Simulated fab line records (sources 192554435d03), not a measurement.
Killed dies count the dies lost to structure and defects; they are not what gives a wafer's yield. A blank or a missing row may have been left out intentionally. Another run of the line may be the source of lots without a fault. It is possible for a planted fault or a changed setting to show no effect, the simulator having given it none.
2 desks looking at one fault | flow n5Finfet | numbers are kept per desk, each desk with only its own; the story behind them comes last

== THE METROLOGY DESK ==
Lot by lot, what the gauges showed, no matter which tool ran the lot: averages of those sampled wafers that carry a number. A lot is out of limits, marked OUT, if its mean lies more than 4 standard deviations from the usual mean; the brackets give that distance. Readings shown: 7 out of 14 (the first out of limits, and those lying furthest out on some lot).
Columns: A = CJ_N at N5_BEOL_M4_RC_MEAS_101, usual 4.34; B = CJ_P at N5_BEOL_M4_RC_MEAS_101, usual 5.82; C = DIBL_P at N5_BEOL_M4_RC_MEAS_101, usual 36.4 mV/V; D = ION_N at N5_BEOL_M4_RC_MEAS_101, usual 678 uA/um; E = RS_PWELL at N5_BEOL_M4_RC_MEAS_101, usual 3004 ohm/sq; F = SS_N at N5_BEOL_M4_RC_MEAS_101, usual 71.5 mV/dec; G = VT_N at N5_BEOL_M4_RC_MEAS_101, usual 248.5 mV
lot  | first seen here | A               | B               | C    | D   | E    | F    | G
L939 | day 8 17:11     | 4.22            | 5.70            | 37.2 | 690 | 3004 | 71.4 | 245.6
L942 | day 9 01:15     | 4.33            | 5.85            | 35.5 | 680 | 3012 | 71.6 | 247.9
L941 | day 9 04:13     | 4.47            | 5.88            | 33.3 | 662 | 3021 | 70.5 | 254.3
L940 | day 9 06:21     | 4.41            | 5.80            | 36.3 | 684 | 2991 | 71.7 | 245.8
L943 | day 9 10:55     | 4.21            | 5.74            | 36.9 | 694 | 2998 | 71.6 | 245.3
L945 | day 10 10:31    | 4.34            | 5.82            | 37.4 | 683 | 3005 | 72.3 | 247.7
L947 | day 11 14:48    | 4.30            | 5.87            | 36.0 | 672 | 2970 | 71.4 | 250.0
L950 | day 11 14:51    | 4.34            | 5.88            | 35.5 | 678 | 3013 | 71.2 | 250.2
L951 | day 13 02:11    | 4.70 (+4.5) OUT | 4.81 (-6.7) OUT | 35.6 | 676 | 3075 | 71.2 | 249.6
This desk finds L951 out of limits, with the earliest case on L951 at day 13 02:11 (CJ_N at N5_BEOL_M4_RC_MEAS_101). L939, L942, L941, L940, L943, L945, L947, L950: within limits.

== THE TOOL OWNER'S DESK: pecvd-01 ==
The tool's own readings at N5_ZERO_LAYER_PECVD_02 (deposits SiO2 from SiH4/N2O, target thk 10 nm, time 6 s): means of the sampled wafers that have a number, for each lot that ran on this tool. A lot is out of limits, marked OUT, if its mean lies more than 4 standard deviations from the usual mean; the brackets give that distance.
Columns: A = heaterPowerW at N5_ZERO_LAYER_PECVD_02, usual 772 W; B = showerheadPlenumPTorr at N5_ZERO_LAYER_PECVD_02, usual 8.19 Torr; C = susceptorTempC at N5_ZERO_LAYER_PECVD_02, usual 400.01 C
lot  | first seen here | A   | B    | C
L939 | day 1 12:18     | 727 | 8.28 | 400.19
L941 | day 2 00:17     | 771 | 8.26 | 399.97
L943 | day 2 12:17     | 757 | 8.27 | 400.09
L945 | day 3 00:17     | 889 | 8.33 | 399.84
L947 | day 3 12:17     | 763 | 8.26 | 400.05
L950 | day 4 06:18     | 803 | 8.33 | 400.05
L951 | day 4 12:17     | 876 | 8.35 | 399.77
Result from this desk: across the 7 lots, nothing is out of limits.

== TAKEN TOGETHER ==
An alarm was possible from the metrology desk at day 13 02:11, on L951.
Nothing out of limits was seen by the tool owner's desk.
The tool owner's desk has L951 on record, within its limits.
On pecvd-01, each named lot ran N5_ZERO_LAYER_PECVD_02.

== WHAT HAD BEEN PUT IN BY THE SIMULATOR ==
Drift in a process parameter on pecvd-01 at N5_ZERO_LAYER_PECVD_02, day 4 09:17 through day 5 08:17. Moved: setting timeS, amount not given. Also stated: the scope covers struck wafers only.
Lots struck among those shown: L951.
Delay in hours, fault start to first out-of-limits reading, per desk: metrology desk 209.
